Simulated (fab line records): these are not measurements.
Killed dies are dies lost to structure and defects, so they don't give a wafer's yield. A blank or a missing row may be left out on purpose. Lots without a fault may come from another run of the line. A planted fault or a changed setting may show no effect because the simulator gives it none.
3 desks looking at one fault + flow n5 finfet + each desk has only its own numbers; what lay behind them comes last

## THE DEFECT DESK
Inspection counts along the route, by lot: the mean over sampled wafers that carry a number. Any lot whose mean is over 4 standard deviations away from the usual mean is out of limits and marked OUT; that distance is given in the brackets.
Columns: A = raw defect count at N5_MOL_CONTACT_COAG_INSPECT_57, usual 220
| lot  | first seen here | A   |
|------|-----------------|-----|
| L604 | day 5 08:41     | 268 |
| L607 | day 5 21:20     | 180 |
| L613 | day 7 11:36     | 402 |
| L617 | day 8 07:08     | 177 |
| L619 | day 9 07:16     | 183 |
| L621 | day 9 10:12     | 190 |
| L624 | day 10 08:25    | 240 |
This desk's finding: nothing out of limits on any of the 7 lots.

## TOOL OWNER'S DESK, rie diel-04
The tool's own readings at N5_MOL_CONTACT_COAG_VIA_ETCH_46 (etches SiO2 in C4F6/O2, target depth 46 nm, overetch 9.2 nm, time 40 s): means of the sampled wafers that have a number, for each lot that ran on this tool. Any lot whose mean is over 4 standard deviations away from the usual mean is out of limits and marked OUT; that distance is given in the brackets. Of its 8 readings 7 are shown: those that lie furthest out on some lot.
Columns: A = C4F6_flow_sccm at N5_MOL_CONTACT_COAG_VIA_ETCH_46, usual 9.998 sccm; B = drypump motor current A at N5_MOL_CONTACT_COAG_VIA_ETCH_46, usual 5.5 A; C = oes_f_703_au at N5_MOL_CONTACT_COAG_VIA_ETCH_46, usual 0.79 a.u.; D = oes product au at N5_MOL_CONTACT_COAG_VIA_ETCH_46, usual 0.70 a.u.; E = rf vpp V at N5_MOL_CONTACT_COAG_VIA_ETCH_46, usual 1593 V; F = showerhead plenum p Torr at N5_MOL_CONTACT_COAG_VIA_ETCH_46, usual 2.83 Torr; G = throttle valve pct at N5_MOL_CONTACT_COAG_VIA_ETCH_46, usual 40.89 %
| lot  | first seen here | A      | B   | C    | D    | E    | F    | G     |
|------|-----------------|--------|-----|------|------|------|------|-------|
| L604 | day 5 09:42     | 10.017 | 5.9 | 0.80 | 0.72 | 1618 | 2.79 | 41.04 |
| L607 | day 5 21:57     | 9.971  | 5.5 | 0.72 | 0.62 | 1563 | 2.93 | 41.03 |
| L613 | day 7 12:11     | 9.998  | 6.0 | 0.77 | 0.69 | 1610 | 2.79 | 41.09 |
| L617 | day 8 07:38     | 10.006 | 6.0 | 0.76 | 0.69 | 1608 | 2.79 | 41.09 |
| L619 | day 9 08:02     | 10.024 | 5.5 | 0.96 | 0.84 | 1605 | 2.86 | 40.83 |
This desk's finding: nothing out of limits on any of the 5 lots.

## FROM THE METROLOGY DESK
Lot by lot, what the gauges showed, no matter which tool ran the lot: averages of those sampled wafers that carry a number. Any lot whose mean is over 4 standard deviations away from the usual mean is out of limits and marked OUT; that distance is given in the brackets. Of its 11 readings 7 are shown: those that lie furthest out on some lot.
Columns: A = VG_OVL at N5_MOL_CONTACT_COAG_OVL_MEAS_85, usual -0.3 nm; B = DIBL_N at N5_BEOL_M4_RC_MEAS_101, usual 36.4 mV/V; C = DIBL_P at N5_BEOL_M4_RC_MEAS_101, usual 35.9 mV/V; D = IOFF_N at N5_BEOL_M4_RC_MEAS_101, usual 0.152 nA/um; E = IOFF_P at N5_BEOL_M4_RC_MEAS_101, usual 0.20 nA/um; F = SS_P at N5_BEOL_M4_RC_MEAS_101, usual 73.2 mV/dec; G = VT_P at N5_BEOL_M4_RC_MEAS_101, usual -252 mV
| lot  | first seen here | A    | B    | C    | D     | E    | F    | G    |
|------|-----------------|------|------|------|-------|------|------|------|
| L604 | day 5 08:38     | 0.1  | 36.7 | 35.9 | 0.158 | 0.23 | 73.7 | -247 |
| L607 | day 5 21:17     | -1.0 | 37.0 | 34.5 | 0.139 | 0.19 | 73.4 | -252 |
| L613 | day 7 11:32     | 0.5  | 39.2 | 40.5 | 0.215 | 0.24 | 74.6 | -250 |
| L617 | day 8 07:04     | 0.2  | 35.8 | 35.5 | 0.137 | 0.18 | 73.7 | -252 |
| L619 | day 9 07:12     | -0.3 | 35.9 | 33.9 | 0.140 | 0.17 | 73.0 | -253 |
| L621 | day 9 10:09     | -2.1 | 35.5 | 35.8 | 0.140 | 0.19 | 72.2 | -251 |
| L624 | day 10 08:21    | -0.4 | 34.9 | 34.4 | 0.129 | 0.18 | 72.8 | -253 |
This desk's finding: nothing out of limits on any of the 7 lots.

## TAKEN TOGETHER
The defect desk saw nothing out of limits.
Nothing out of limits was seen by the tool owner's desk.
Metrology desk: nothing out of limits seen.

## WHAT THE SIMULATOR HAD PUT IN
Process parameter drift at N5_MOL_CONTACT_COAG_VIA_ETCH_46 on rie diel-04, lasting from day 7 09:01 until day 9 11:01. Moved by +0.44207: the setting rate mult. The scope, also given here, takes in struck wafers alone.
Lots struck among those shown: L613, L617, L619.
